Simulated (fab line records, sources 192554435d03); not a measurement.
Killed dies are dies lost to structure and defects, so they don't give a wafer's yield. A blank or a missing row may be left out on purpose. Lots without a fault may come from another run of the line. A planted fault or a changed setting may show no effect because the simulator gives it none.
fab line records | flow n5_finfet
record lots=5 wafers=15 last_day=17
route steps=1938 shown BEOL_M10@1475
lots that met no fault: from a run of the same line without faults
start_h: hours from the record's first day to the start of the lot's first wafer shown | wait_h: hours since the lot's step before | " the same as in the row above | L1.1+2: a row that stands for several wafers | - no value, or no start given | * or withheld: withheld | < > ~ a bound
route shown NAME@n: a module of which the file shows steps, and the number in the route of the first | usual: mean/standard deviation of fault-free wafers | same: alike in all rows | chamber/n: place in a boat | sites: the reading at each site | _std_site: their standard deviation | _edge_site: outer sites' mean less inner sites' | radius_mm: how far each site lies from the wafer's centre | mask NAME#n: copy n | behind: the tool/chamber that last shaped the wafer | hold: why the lot was held/for how many hours/how that ended | device: the transistor (n, p or np) that didn't switch | end of line: the same wafers' tests at the end of the route | a step without rows: its recipe alone | killed: dies lost to structure and defects at the first sort, not the wafer's yield | map: a wafer's dies, x killed, . not, _ none there
set.NAME: the setting as run; set.NAME@STEP: as run at that earlier step | model.NAME: the simulator's own value behind a step, which no gauge read
lots at some steps of the route; a table a step, a row a wafer
services: from which hour (start_h, from the record's first day; less than 0 if before it) a tool's chamber was out of use, for how many hours, and why
## steps
# step N5_BEOL_M10_COAT_59
# recipe resist=SOC temp_c=250 time_s=60 spin_rpm=1500 resist_thk_nm=100
# usual heater_power_total_W=500.5/1.9 plate_temp_C=250.03/0.16
# columns lot.wafer tool chamber start_h wait_h heater_power_total_W plate_temp_C
L079.1 litho_track-02 0 249.94 0.1 502.4 250.07
L079.2 " 0 " " 503.4 249.77
L079.5 " 0 " " 498.3 250.01
L086.3 litho_track-01 0 293.97 0.1 499.0 250.02
L086.4 " 0 " " 502.8 250.05
L086.5 " 0 " " 501.9 250.11
L094.1 litho_track-03 0 340.28 0.1 497.6 250.21
L094.2 " 0 " " 503.1 249.88
L094.4 " 0 " " 500.5 250.04
L096.2 litho_track-01 0 340.94 0.1 499.9 250.09
L096.3 " 0 " " 500.0 250.24
L096.6 " 0 " " 499.0 249.88
L095.1 litho_track-02 0 351.18 0.1 502.3 249.86
L095.2 " 0 " " 499.0 249.90
L095.4 " 0 " " 501.3 249.80
# step N5_BEOL_M10_COAT_60
# recipe resist=SiARC temp_c=220 time_s=60 spin_rpm=1500 resist_thk_nm=30
# usual heater_power_total_W=427.4/1.9 plate_temp_C=219.97/0.17
# columns lot.wafer tool chamber start_h wait_h heater_power_total_W plate_temp_C
L079.1 litho_track-02 0 - - 424.2 219.84
L079.2 " 0 " " 427.4 219.93
L079.5 " 0 " " 429.9 219.70
L086.3 litho_track-01 0 - - 430.1 219.94
L086.4 " 0 " " 430.4 220.01
L086.5 " 0 " " 428.0 220.01
L094.1 litho_track-03 0 - - 430.4 220.06
L094.2 " 0 " " 427.7 220.18
L094.4 " 0 " " 425.3 220.19
L096.2 litho_track-01 0 - - 424.1 219.78
L096.3 " 0 " " 427.5 219.95
L096.6 " 0 " " 428.9 219.97
L095.1 litho_track-02 0 - - 424.6 219.78
L095.2 " 0 " " 428.0 219.85
L095.4 " 0 " " 426.9 219.85
# step N5_BEOL_M10_COAT_05
# recipe resist=CAR-ArF spin_rpm=1500 resist_thk_nm=90
# columns lot.wafer tool chamber start_h wait_h
L079.1+2+5 litho_track-02 0 - -
L086.3+4+5 litho_track-01 0 - -
L094.1+2+4 litho_track-03 0 - -
L096.2+3+6 litho_track-01 0 - -
L095.1+2+4 litho_track-02 0 - -
# step N5_BEOL_M10_EBR_07
# recipe solvent=PGMEA ebr_width_mm=1.5
# columns lot.wafer tool chamber start_h wait_h
L079.1+2+5 litho_track-02 0 - -
L086.3+4+5 litho_track-01 0 - -
L094.1+2+4 litho_track-03 0 - -
L096.2+3+6 litho_track-01 0 - -
L095.1+2+4 litho_track-02 0 - -
# step N5_BEOL_M10_SOFTBAKE_06
# recipe temp_c=110 time_s=60 resist=CAR-ArF
# usual heater_power_total_W=175.5/1.6 plate_temp_C=109.96/0.13
# columns lot.wafer tool chamber start_h wait_h heater_power_total_W plate_temp_C
L079.1 litho_track-02 0 - - 177.5 110.06
L079.2 " 0 " " 177.0 110.02
L079.5 " 0 " " 173.3 110.04
L086.3 litho_track-01 0 - - 176.5 110.06
L086.4 " 0 " " 174.8 109.93
L086.5 " 0 " " 175.1 109.82
L094.1 litho_track-03 0 - - 177.6 110.09
L094.2 " 0 " " 173.0 109.96
L094.4 " 0 " " 173.2 109.91
L096.2 litho_track-01 0 - - 173.2 109.88
L096.3 " 0 " " 173.7 109.96
L096.6 " 0 " " 175.2 109.96
L095.1 litho_track-02 0 - - 173.8 109.97
L095.2 " 0 " " 173.0 109.91
L095.4 " 0 " " 173.8 109.71
# step N5_BEOL_M10_EXPOSE_08
# recipe mask_id=M10 na=1.35 source_shape=dipole sigma_inner=0.411 sigma_outer=0.611 polarization=te dose_mj=53.75
# columns lot.wafer tool chamber start_h wait_h mask
L079.1+2+5 arfi_scanner-01 0 250.18 - M10#0
L086.3+4+5 arfi_scanner-02 0 294.10 - M10#0
L094.1+2+4 arfi_scanner-02 0 340.40 - M10#0
L096.2+3+6 arfi_scanner-02 0 341.07 - M10#0
L095.1+2+4 arfi_scanner-02 0 351.30 - M10#0
# step N5_BEOL_M10_PEB_09
# recipe peb_temp_c=withheld peb_time_s=60 resist=CAR-ArF
# columns lot.wafer tool chamber start_h wait_h
L079.1+2+5 litho_track-02 0 250.24 0.1
L086.3+4+5 litho_track-02 0 294.15 0.0
L094.1+2+4 litho_track-02 0 340.46 0.1
L096.2+3+6 litho_track-02 0 341.12 0.0
L095.1+2+4 litho_track-01 0 351.36 0.1
# step N5_BEOL_M10_DEVELOP_10
# recipe develop_time_s=30 developer=TMAH resist=CAR-ArF rinse_liquid=diw dry=air_spin dev_temp_c=23
# columns lot.wafer tool chamber start_h wait_h
L079.1+2+5 litho_track-02 0 - -
L086.3+4+5 litho_track-02 0 - -
L094.1+2+4 litho_track-02 0 - -
L096.2+3+6 litho_track-02 0 - -
L095.1+2+4 litho_track-01 0 - -
# step N5_BEOL_M10_CD_MEAS_11
# recipe target_cd_nm=64.1 landing_energy_ev=500 detector=se_inlens polarity=opening
# usual cd_nm=64.4/0.59
# columns lot.wafer tool chamber start_h wait_h cd_nm
L079.1 cd_sem-01 0 250.31 - 64.1
L079.2 " 0 " " 63.8
L079.5 " 0 " " 63.9
L086.3 cd_sem-01 0 294.22 - 64.3
L086.4 " 0 " " 63.6
L086.5 " 0 " " 64.1
L094.1 cd_sem-01 0 340.53 - 63.7
L094.2 " 0 " " 63.3
L094.4 " 0 " " 63.7
L096.2 cd_sem-02 0 341.19 - 64.2
L096.3 " 0 " " 64.9
L096.6 " 0 " " 65.1
L095.1 cd_sem-03 0 351.42 - 64.4
L095.2 " 0 " " 64.3
L095.4 " 0 " " 63.6
# step N5_BEOL_M10_OVL_MEAS_12
# recipe points_per_wafer=44
# usual M10_OVL=0.3/0.89
# columns lot.wafer tool chamber start_h wait_h M10_OVL[nm]
L079.1 overlay-01 0 250.34 0.0 0.2
L079.2 " 0 " " -1.1
L079.5 " 0 " " -0.3
L086.3 overlay-01 0 294.24 0.0 0.2
L086.4 " 0 " " -0.4
L086.5 " 0 " " -0.6
L094.1 overlay-01 0 340.56 0.0 0.6
L094.2 " 0 " " 1.2
L094.4 " 0 " " 0.6
L096.2 overlay-01 0 341.22 0.0 0.7
L096.3 " 0 " " 0.0
L096.6 " 0 " " 0.4
L095.1 overlay-02 0 351.45 0.0 -0.3
L095.2 " 0 " " 0.6
L095.4 " 0 " " 1.5
# step N5_BEOL_M10_INSPECT_13
# recipe mode=adi inspect_instrument=brightfield
# usual raw_defect_count=412/93
# columns lot.wafer tool chamber start_h wait_h raw_defect_count
L079.1 defect_inspect-02 - 250.37 0.0 546
L079.2 " - " " 511
L079.5 " - " " 662
L086.3 defect_inspect-01 - 294.27 0.0 415
L086.4 " - " " 344
L086.5 " - " " 414
L094.1 defect_inspect-02 - 340.58 0.0 416
L094.2 " - " " 543
L094.4 " - " " 441
L096.2 defect_inspect-01 - 341.24 0.0 310
L096.3 " - " " 464
L096.6 " - " " 327
L095.1 defect_inspect-01 - 351.48 0.0 259
L095.2 " - " " 363
L095.4 " - " " 295
# step N5_BEOL_M10_DESCUM_16
# recipe chemistry=O2 time_s=7.9 source_power_w=50 bias_power_w=20 pressure_mtorr=20 rf_frequency_hz=2.712e+07 temp_c=40 resist=CAR-ArF o2_flow_sccm=225
# usual drypump_motor_current_A=5.6/0.43 oes_product_au=0.80/0.085 rf_vpp_V=243.2/1.3 showerhead_plenum_p_Torr=2.11/0.062 throttle_valve_pct=20.45/0.25
# columns lot.wafer tool chamber start_h wait_h drypump_motor_current_A oes_product_au rf_hours_counter_h rf_vpp_V showerhead_plenum_p_Torr throttle_valve_pct
L079.1 rie_diel-02 3 251.56 1.2 5.1 0.80 85 244.0 2.12 20.50
L079.2 " 2 " " 5.7 0.85 74 242.3 2.05 20.59
L079.5 " 3 " " 5.1 0.79 - 243.3 2.12 20.48
L086.3 rie_diel-02 3 294.30 0.0 5.1 0.77 101 243.4 2.11 20.51
L086.4 " 0 " " 5.2 0.86 66 242.1 2.03 20.37
L086.5 " 1 " " 6.2 0.71 - 243.1 2.07 20.49
L094.1 rie_diel-06 0 340.62 0.0 5.8 0.95 5 242.4 2.06 19.99
L094.2 " 1 " " 5.3 0.65 249 241.6 2.15 20.82
L094.4 " 1 " " 5.3 0.66 - 244.2 2.15 20.85
L096.2 rie_diel-02 1 341.62 0.4 6.1 0.70 186 242.3 2.06 20.52
L096.3 " 0 " " 5.2 0.83 82 243.1 2.03 20.37
L096.6 " 0 " " 5.2 0.82 - 242.4 2.03 20.40
L095.1 rie_diel-03 0 351.84 0.4 5.4 0.92 44 245.2 2.20 20.09
L095.2 " 1 " " 6.2 0.89 34 241.5 2.05 20.73
L095.4 " 2 " " 5.5 0.72 199 245.3 2.14 20.49
# step N5_BEOL_M10_ETCH_61
# recipe chemistry=CF4 target=SiARC target_depth_a=390 mask_material=CAR-ArF time_s=65 ion_energy_ev=80 pressure_mtorr=40 source_w=545 bias_w=36 Ar_flow_sccm=100 cf4_flow_sccm=100 ends=cleared
# usual drypump_motor_current_A=5.6/0.43 etch_rf_on_time_s=64.1/1.5 oes_product_au=0.69/0.073 rf_vpp_V=184.3/1.1 showerhead_plenum_p_Torr=2.16/0.065 throttle_valve_pct=15.64/0.23
# columns lot.wafer tool chamber start_h wait_h drypump_motor_current_A etch_rf_on_time_s oes_product_au rf_hours_counter_h rf_vpp_V showerhead_plenum_p_Torr throttle_valve_pct
L079.1 rie_diel-02 3 251.59 0.0 5.1 65.7 0.68 85 184.4 2.17 15.61
L079.2 " 2 " " 5.7 65.6 0.70 74 182.9 2.08 15.60
L079.5 " 3 " " 5.1 65.1 0.68 - 184.6 2.17 15.62
L086.3 rie_diel-02 3 294.34 0.0 5.1 64.7 0.67 101 184.0 2.16 15.63
L086.4 " 0 " " 5.2 63.7 0.75 66 183.2 2.09 15.52
L086.5 " 1 " " 6.1 63.4 0.63 - 184.4 2.13 15.80
L094.1 rie_diel-06 0 340.65 0.0 5.8 66.4 0.80 5 184.5 2.10 15.15
L094.2 " 1 " " 5.3 65.4 0.57 249 184.7 2.19 16.02
L094.4 " 1 " " 5.3 65.3 0.57 - 185.0 2.19 16.03
L096.2 rie_diel-02 1 341.65 0.0 6.1 63.9 0.61 186 185.4 2.13 15.82
L096.3 " 0 " " 5.2 64.0 0.73 82 184.0 2.08 15.54
L096.6 " 0 " " 5.2 64.1 0.72 - 182.9 2.08 15.54
L095.1 rie_diel-03 0 351.88 0.0 5.4 63.0 0.77 44 185.7 2.26 15.35
L095.2 " 1 " " 6.2 61.4 0.78 34 182.9 2.11 15.80
L095.4 " 2 " " 5.5 65.2 0.61 199 184.8 2.21 15.81
# step N5_BEOL_M10_ETCH_62
# recipe chemistry=N2/H2 target=SOC target_depth_a=1100 overetch_a=220 mask_material=SiARC temp_c=40 time_s=165 ion_energy_ev=200 pressure_mtorr=30 source_w=840 bias_w=150 n2_flow_sccm=200 h2_flow_sccm=200
# usual drypump_motor_current_A=5.6/0.43 oes_product_au=0.68/0.067 rf_vpp_V=524.5/2.5 showerhead_plenum_p_Torr=2.57/0.083 throttle_valve_pct=17.90/0.25
# columns lot.wafer tool chamber start_h wait_h drypump_motor_current_A oes_product_au rf_hours_counter_h rf_vpp_V showerhead_plenum_p_Torr throttle_valve_pct
L079.1 rie_diel-02 3 251.64 0.0 5.1 0.68 85 526.0 2.57 17.84
L079.2 " 2 " " 5.8 0.70 74 522.2 2.46 17.89
L079.5 " 3 " " 5.1 0.67 - 524.9 2.57 17.85
L086.3 rie_diel-02 3 294.39 0.0 5.1 0.66 101 523.5 2.56 17.87
L086.4 " 0 " " 5.2 0.73 66 522.9 2.47 17.80
L086.5 " 1 " " 6.2 0.61 - 523.9 2.55 18.05
L094.1 rie_diel-06 0 340.70 0.0 5.8 0.80 5 520.8 2.51 17.37
L094.2 " 1 " " 5.3 0.57 249 526.9 2.61 18.31
L094.4 " 1 " " 5.3 0.57 - 526.3 2.61 18.30
L096.2 rie_diel-02 1 341.70 0.0 6.1 0.60 186 523.7 2.54 18.08
L096.3 " 0 " " 5.3 0.70 82 522.8 2.47 17.82
L096.6 " 0 " " 5.3 0.71 - 522.5 2.47 17.83
L095.1 rie_diel-03 0 351.93 0.0 5.4 0.75 44 528.6 2.69 17.51
L095.2 " 1 " " 6.2 0.74 34 521.7 2.49 18.13
L095.4 " 2 " " 5.5 0.61 199 526.8 2.63 18.14
# step N5_BEOL_M10_STRIP_68
# recipe chemistry=N2/H2 temp_c=40 n2_flow_sccm=200 h2_flow_sccm=200 rf_frequency_hz=6e+07
# columns lot.wafer tool chamber start_h wait_h
L079.1+2+5 rie_diel-02 3,2,3 251.78 0.1
L086.3+4+5 rie_diel-02 3,0,1 294.52 0.1
L094.1+2+4 rie_diel-06 0,1,1 340.84 0.1
L096.2+3+6 rie_diel-02 1,0,0 341.84 0.1
L095.1+2+4 rie_diel-03 0,1,2 352.07 0.1
# step N5_BEOL_M10_STRIP_67
# recipe chemistry=CF4 resist=SiARC power_w=300 bias_power_w=75 pressure_mtorr=50 cf4_flow_sccm=150 rf_frequency_hz=6e+07
# usual drypump_motor_current_A=5.6/0.43 oes_product_au=0.80/0.079 rf_vpp_V=271.4/1.4 showerhead_plenum_p_Torr=1.81/0.055 throttle_valve_pct=13.60/0.24
# columns lot.wafer tool chamber start_h wait_h drypump_motor_current_A oes_product_au rf_hours_counter_h rf_vpp_V showerhead_plenum_p_Torr throttle_valve_pct
L079.1 rie_diel-02 3 251.79 0.0 5.1 0.80 85 270.9 1.82 13.57
L079.2 " 2 " " 5.7 0.83 74 270.2 1.73 13.52
L079.5 " 3 " " 5.1 0.80 - 271.9 1.82 13.56
L086.3 rie_diel-02 3 294.53 0.0 5.1 0.78 101 270.8 1.81 13.59
L086.4 " 0 " " 5.2 0.85 66 271.0 1.74 13.42
L086.5 " 1 " " 6.2 0.73 - 271.2 1.80 13.81
L094.1 rie_diel-06 0 340.85 0.0 5.8 0.94 5 271.9 1.76 13.08
L094.2 " 1 " " 5.3 0.67 249 273.4 1.83 13.99
L094.4 " 1 " " 5.3 0.67 - 272.1 1.83 13.96
L096.2 rie_diel-02 1 341.85 0.0 6.2 0.70 186 269.4 1.79 13.85
L096.3 " 0 " " 5.2 0.84 82 270.6 1.73 13.46
L096.6 " 0 " " 5.2 0.84 - 268.2 1.73 13.46
L095.1 rie_diel-03 0 352.08 0.0 5.4 0.88 44 272.5 1.90 13.31
L095.2 " 1 " " 6.2 0.88 34 269.6 1.76 13.70
L095.4 " 2 " " 5.5 0.71 200 271.2 1.85 13.80
# step N5_BEOL_M10_HM_OPEN_17
# recipe chemistry=Cl2/BCl3 target_depth_a=200 overetch_a=60 target=TiN mask_material=SOC ion_energy_ev=150 pressure_mtorr=10 icp_w=1000 bias_w=126 Cl2_flow_sccm=53.25 bcl3_flow_sccm=21.75 Ar_flow_sccm=25
# usual drypump_motor_current_A=5.8/0.32 oes_product_au=0.71/0.083 throttle_valve_pct=21.87/0.26
# columns lot.wafer tool chamber start_h wait_h drypump_motor_current_A oes_product_au rf_hours_counter_h throttle_valve_pct
L079.1 rie_metal-01 0 251.83 0.0 5.7 0.68 29 21.83
L079.2 " 1 " " 6.2 0.82 2 21.75
L079.5 " 0 " " 5.7 0.67 - 21.83
L086.3 rie_metal-01 0 294.60 0.1 5.7 0.67 - 21.85
L086.4 " 1 " " 6.2 0.78 - 21.77
L086.5 " 0 " " 5.7 0.66 - 21.84
L094.1 rie_metal-02 1 340.89 0.0 5.8 0.81 5 21.50
L094.2 " 0 " " 5.4 0.65 45 21.80
L094.4 " 1 " " 5.7 0.80 - 21.52
L096.2 rie_metal-02 0 341.89 0.0 5.4 0.66 45 21.81
L096.3 " 0 " " 5.4 0.66 - 21.82
L096.6 " 1 " " 5.8 0.81 - 21.51
L095.1 rie_metal-03 0 352.12 0.0 6.3 0.81 8 22.48
L095.2 " 1 " " 6.1 0.65 50 22.28
L095.4 " 0 " " 6.3 0.79 - 22.48
# step N5_BEOL_M10_STRIP_19
# recipe chemistry=O2 power_w=400 temp_c=40 pressure_mtorr=30 rf_frequency_hz=6e+07 bias_power_w=0 overash_fraction=0.2 o2_flow_sccm=225
# usual drypump_motor_current_A=5.6/0.43 oes_product_au=0.81/0.085 rf_vpp_V=3.6/0.58 showerhead_plenum_p_Torr=2.11/0.06 throttle_valve_pct=16.66/0.23
# columns lot.wafer tool chamber start_h wait_h drypump_motor_current_A oes_product_au rf_hours_counter_h rf_vpp_V showerhead_plenum_p_Torr throttle_valve_pct
L079.1 rie_diel-03 2 251.94 0.1 5.5 0.73 163 3.4 2.16 16.72
L079.2 " 0 " " 5.4 0.99 7 3.8 2.22 16.27
L079.5 " 0 " " 5.4 0.99 - 3.5 2.22 16.25
L086.3 rie_diel-03 1 294.68 0.1 6.2 0.93 13 2.6 2.06 16.83
L086.4 " 2 " " 5.5 0.75 179 4.3 2.15 16.73
L086.5 " 0 " " 5.4 0.96 - 3.4 2.21 16.29
L094.1 rie_diel-02 0 341.00 0.1 5.2 0.82 82 3.1 2.03 16.59
L094.2 " 3 " " 5.1 0.76 117 2.7 2.11 16.74
L094.4 " 1 " " 6.2 0.70 185 3.7 2.07 16.81
L096.2 rie_diel-06 1 342.02 0.1 5.3 0.65 250 3.3 2.15 17.08
L096.3 " 2 " " 5.4 0.84 75 3.4 2.19 16.27
L096.6 " 0 " " 5.8 0.95 - 3.3 2.06 16.24
L095.1 rie_diel-03 2 352.32 0.2 5.5 0.72 200 3.9 2.15 16.77
L095.2 " 1 " " 6.2 0.88 34 4.2 2.06 16.87
L095.4 " 0 " " 5.4 0.90 44 3.1 2.21 16.33
# step N5_BEOL_M10_CD_MEAS_18
# recipe pitch_nm=140 target_cd_nm=70
# usual cd_nm=70.2/0.66
# columns lot.wafer tool chamber start_h wait_h cd_nm
L079.1 cd_sem-02 - 252.01 0.0 70.3
L079.2 " - " " 69.7
L079.5 " - " " 69.9
L086.3 cd_sem-01 - 294.76 0.1 70.1
L086.4 " - " " 69.6
L086.5 " - " " 69.9
L094.1 cd_sem-01 - 341.07 0.0 70.0
L094.2 " - " " 69.3
L094.4 " - " " 69.1
L096.2 cd_sem-01 - 342.09 0.1 70.1
L096.3 " - " " 70.5
L096.6 " - " " 70.6
L095.1 cd_sem-02 - 352.39 0.0 69.9
L095.2 " - " " 70.2
L095.4 " - " " 69.7
# step N5_BEOL_M10_COAT_63
# recipe resist=SOC temp_c=250 time_s=60 spin_rpm=1500 resist_thk_nm=100
# usual heater_power_total_W=500.3/1.8 plate_temp_C=250.03/0.17
# columns lot.wafer tool chamber start_h wait_h heater_power_total_W plate_temp_C
L079.1 litho_track-02 0 252.61 0.6 498.3 249.86
L079.2 " 0 " " 498.4 250.23
L079.5 " 0 " " 502.2 249.94
L086.3 litho_track-02 0 294.79 0.0 500.0 250.21
L086.4 " 0 " " 500.6 250.16
L086.5 " 0 " " 499.1 250.15
L094.1 litho_track-01 0 342.20 1.1 502.6 249.86
L094.2 " 0 " " 497.8 250.01
L094.4 " 0 " " 499.3 250.14
L096.2 litho_track-03 0 342.31 0.2 500.9 250.06
L096.3 " 0 " " 498.1 250.06
L096.6 " 0 " " 501.7 249.92
L095.1 litho_track-01 0 352.55 0.2 500.8 250.27
L095.2 " 0 " " 501.4 250.30
L095.4 " 0 " " 498.8 250.12
# step N5_BEOL_M10_COAT_64
# recipe resist=SiARC temp_c=220 time_s=60 spin_rpm=1500 resist_thk_nm=30
# usual heater_power_total_W=427.6/2.1 plate_temp_C=220.00/0.16
# columns lot.wafer tool chamber start_h wait_h heater_power_total_W plate_temp_C
L079.1 litho_track-02 0 - - 425.1 220.07
L079.2 " 0 " " 429.2 219.96
L079.5 " 0 " " 424.3 219.83
L086.3 litho_track-02 0 - - 426.1 219.83
L086.4 " 0 " " 425.2 219.86
L086.5 " 0 " " 427.2 219.72
L094.1 litho_track-01 0 - - 428.8 219.98
L094.2 " 0 " " 430.9 220.18
L094.4 " 0 " " 429.3 220.15
L096.2 litho_track-03 0 - - 430.6 220.14
L096.3 " 0 " " 424.7 220.11
L096.6 " 0 " " 430.2 220.37
L095.1 litho_track-01 0 - - 426.1 219.99
L095.2 " 0 " " 426.0 219.98
L095.4 " 0 " " 429.4 219.84
# step N5_BEOL_M10_COAT_22
# recipe resist=CAR-ArF spin_rpm=1500 resist_thk_nm=90
# columns lot.wafer tool chamber start_h wait_h
L079.1+2+5 litho_track-02 0 - -
L086.3+4+5 litho_track-02 0 - -
L094.1+2+4 litho_track-01 0 - -
L096.2+3+6 litho_track-03 0 - -
L095.1+2+4 litho_track-01 0 - -
# step N5_BEOL_M10_EBR_24
# recipe solvent=PGMEA ebr_width_mm=1.5
# columns lot.wafer tool chamber start_h wait_h
L079.1+2+5 litho_track-02 0 - -
L086.3+4+5 litho_track-02 0 - -
L094.1+2+4 litho_track-01 0 - -
L096.2+3+6 litho_track-03 0 - -
L095.1+2+4 litho_track-01 0 - -
# step N5_BEOL_M10_SOFTBAKE_23
# recipe temp_c=110 time_s=60 resist=CAR-ArF
# usual heater_power_total_W=175.3/1.6 plate_temp_C=109.99/0.12
# columns lot.wafer tool chamber start_h wait_h heater_power_total_W plate_temp_C
L079.1 litho_track-02 0 - - 175.3 110.02
L079.2 " 0 " " 177.6 110.00
L079.5 " 0 " " 173.8 109.95
L086.3 litho_track-02 0 - - 177.6 110.01
L086.4 " 0 " " 176.3 109.96
L086.5 " 0 " " 173.3 110.02
L094.1 litho_track-01 0 - - 173.1 110.08
L094.2 " 0 " " 173.1 109.84
L094.4 " 0 " " 177.5 109.99
L096.2 litho_track-03 0 - - 175.2 109.98
L096.3 " 0 " " 175.0 110.04
L096.6 " 0 " " 176.2 109.98
L095.1 litho_track-01 0 - - 174.5 109.90
L095.2 " 0 " " 174.9 110.14
L095.4 " 0 " " 177.5 109.87
# step N5_BEOL_M10_EXPOSE_25
# recipe mask_id=V9 na=1.35 source_shape=annular sigma_inner=0.5 sigma_outer=0.8 polarization=unpolarized dose_mj=85.5
# columns lot.wafer tool chamber start_h wait_h mask
L079.1+2+5 arfi_scanner-01 0 252.85 - V9#0
L086.3+4+5 arfi_scanner-02 0 295.05 - V9#0
L094.1+2+4 arfi_scanner-02 0 342.31 - V9#0
L096.2+3+6 arfi_scanner-02 0 342.44 - V9#0
L095.1+2+4 arfi_scanner-02 0 352.67 - V9#0
# step N5_BEOL_M10_PEB_26
# recipe peb_temp_c=withheld peb_time_s=60 resist=CAR-ArF
# columns lot.wafer tool chamber start_h wait_h
L079.1+2+5 litho_track-01 0 252.92 0.1
L086.3+4+5 litho_track-01 0 295.10 0.0
L094.1+2+4 litho_track-01 0 342.38 0.1
L096.2+3+6 litho_track-02 0 342.50 0.1
L095.1+2+4 litho_track-03 0 352.73 0.1
# step N5_BEOL_M10_DEVELOP_27
# recipe develop_time_s=30 developer=TMAH resist=CAR-ArF rinse_liquid=diw dry=air_spin dev_temp_c=23
# columns lot.wafer tool chamber start_h wait_h
L079.1+2+5 litho_track-01 0 - -
L086.3+4+5 litho_track-01 0 - -
L094.1+2+4 litho_track-01 0 - -
L096.2+3+6 litho_track-02 0 - -
L095.1+2+4 litho_track-03 0 - -
# step N5_BEOL_M10_CD_MEAS_28
# recipe target_cd_nm=70 landing_energy_ev=500 detector=se_inlens polarity=opening
# usual cd_nm=70.2/0.92
# columns lot.wafer tool chamber start_h wait_h cd_nm
L079.1 cd_sem-01 0 252.99 - 70.3
L079.2 " 0 " " 71.7
L079.5 " 0 " " 71.9
L086.3 cd_sem-01 0 295.17 - 70.3
L086.4 " 0 " " 70.2
L086.5 " 0 " " 70.1
L094.1 cd_sem-02 0 342.45 - 68.4
L094.2 " 0 " " 70.0
L094.4 " 0 " " 69.7
L096.2 cd_sem-02 0 342.56 - 68.6
L096.3 " 0 " " 69.1
L096.6 " 0 " " 69.5
L095.1 cd_sem-01 0 352.80 - 69.2
L095.2 " 0 " " 70.6
L095.4 " 0 " " 70.0
# step N5_BEOL_M10_OVL_MEAS_29
# recipe points_per_wafer=44
# usual V9_OVL=-0.2/0.74
# columns lot.wafer tool chamber start_h wait_h V9_OVL[nm]
L079.1 overlay-01 0 253.02 0.0 -0.5
L079.2 " 0 " " -0.8
L079.5 " 0 " " -0.7
L086.3 overlay-01 0 295.20 0.0 0.6
L086.4 " 0 " " 0.3
L086.5 " 0 " " 0.9
L094.1 overlay-02 0 342.48 0.0 0.7
L094.2 " 0 " " -0.2
L094.4 " 0 " " 1.0
L096.2 overlay-02 0 342.59 0.0 0.6
L096.3 " 0 " " 0.1
L096.6 " 0 " " 0.1
L095.1 overlay-01 0 352.83 0.0 -0.3
L095.2 " 0 " " -1.9
L095.4 " 0 " " -0.5
# step N5_BEOL_M10_INSPECT_30
# recipe mode=adi inspect_instrument=brightfield
# usual raw_defect_count=421/87
# columns lot.wafer tool chamber start_h wait_h raw_defect_count
L079.1 defect_inspect-01 - 253.04 0.0 464
L079.2 " - " " 432
L079.5 " - " " 608
L086.3 defect_inspect-01 - 295.22 0.0 434
L086.4 " - " " 330
L086.5 " - " " 436
L094.1 defect_inspect-02 - 342.50 0.0 411
L094.2 " - " " 513
L094.4 " - " " 425
L096.2 defect_inspect-02 - 342.62 0.0 351
L096.3 " - " " 538
L096.6 " - " " 376
L095.1 defect_inspect-02 - 352.85 0.0 309
L095.2 " - " " 398
L095.4 " - " " 365
# step N5_BEOL_M10_DESCUM_33
# recipe chemistry=O2 time_s=7.9 source_power_w=50 bias_power_w=20 pressure_mtorr=20 rf_frequency_hz=2.712e+07 temp_c=40 resist=CAR-ArF o2_flow_sccm=225
# usual drypump_motor_current_A=5.6/0.41 oes_product_au=0.81/0.087 rf_vpp_V=243.4/1.3 showerhead_plenum_p_Torr=2.11/0.059 throttle_valve_pct=20.44/0.26
# columns lot.wafer tool chamber start_h wait_h drypump_motor_current_A oes_product_au rf_hours_counter_h rf_vpp_V showerhead_plenum_p_Torr throttle_valve_pct
L079.1 rie_diel-02 0 254.14 1.1 5.2 0.88 51 242.3 2.04 20.33
L079.2 " 3 " " 5.1 0.80 86 243.8 2.12 20.48
L079.5 " 1 " " 6.1 0.73 - 244.1 2.08 20.48
L086.3 rie_diel-02 1 295.26 0.0 6.1 0.71 169 242.9 2.07 20.52
L086.4 " 0 " " 5.2 0.85 66 241.4 2.03 20.35
L086.5 " 0 " " 5.2 0.86 - 241.6 2.03 20.37
L094.1 rie_diel-02 3 342.65 0.1 5.1 0.76 118 244.2 2.11 20.53
L094.2 " 2 " " 5.7 0.81 108 241.2 2.03 20.64
L094.4 " 1 " " 6.2 0.70 186 243.0 2.06 20.54
L096.2 rie_diel-06 1 342.73 0.1 5.3 0.66 251 243.3 2.15 20.85
L096.3 " 0 " " 5.8 0.94 6 242.4 2.06 20.00
L096.6 " 2 " " 5.4 0.84 - 246.4 2.19 20.01
L095.1 rie_diel-03 2 352.89 0.0 5.5 0.72 200 244.9 2.14 20.49
L095.2 " 0 " " 5.4 0.90 44 244.9 2.20 20.08
L095.4 " 3 " " 6.2 0.77 148 242.4 2.11 20.45
## services
# columns tool chamber start_h hours kind
arfi_scanner-01 - 227.10 4.9 pm
litho_track-01 - 236.73 - consumable_replace:filter
rie_diel-03 1 239.65 - clean
rie_diel-03 1 239.65 - consumable_replace:focus_ring
rie_diel-03 1 239.65 15.2 scheduled_down
rie_diel-03 1 239.65 15.2 vent_cycle
litho_track-03 - 241.81 - consumable_replace:filter
rie_diel-06 - 246.45 15.6 pm
rie_metal-03 - 250.51 0.1 repair
arfi_scanner-01 - 263.03 0.4 repair
arfi_scanner-01 - 264.44 3.1 pm
arfi_scanner-02 - 266.34 1.3 repair
arfi_scanner-02 - 269.97 1.3 pm
rie_diel-03 1 272.43 3.8 repair
arfi_scanner-01 - 273.05 3.9 pm
arfi_scanner-02 - 279.03 1.0 pm
arfi_scanner-01 - 305.27 1.0 pm
rie_diel-06 1 325.72 3.3 repair
rie_diel-06 0 334.10 3.4 repair
rie_diel-06 3 336.91 10.0 repair
arfi_scanner-01 - 340.34 41.8 repair
arfi_scanner-02 - 344.97 5.5 pm
rie_diel-06 - 351.65 0.6 repair
arfi_scanner-02 0 352.87 - calibration
## key
fault none
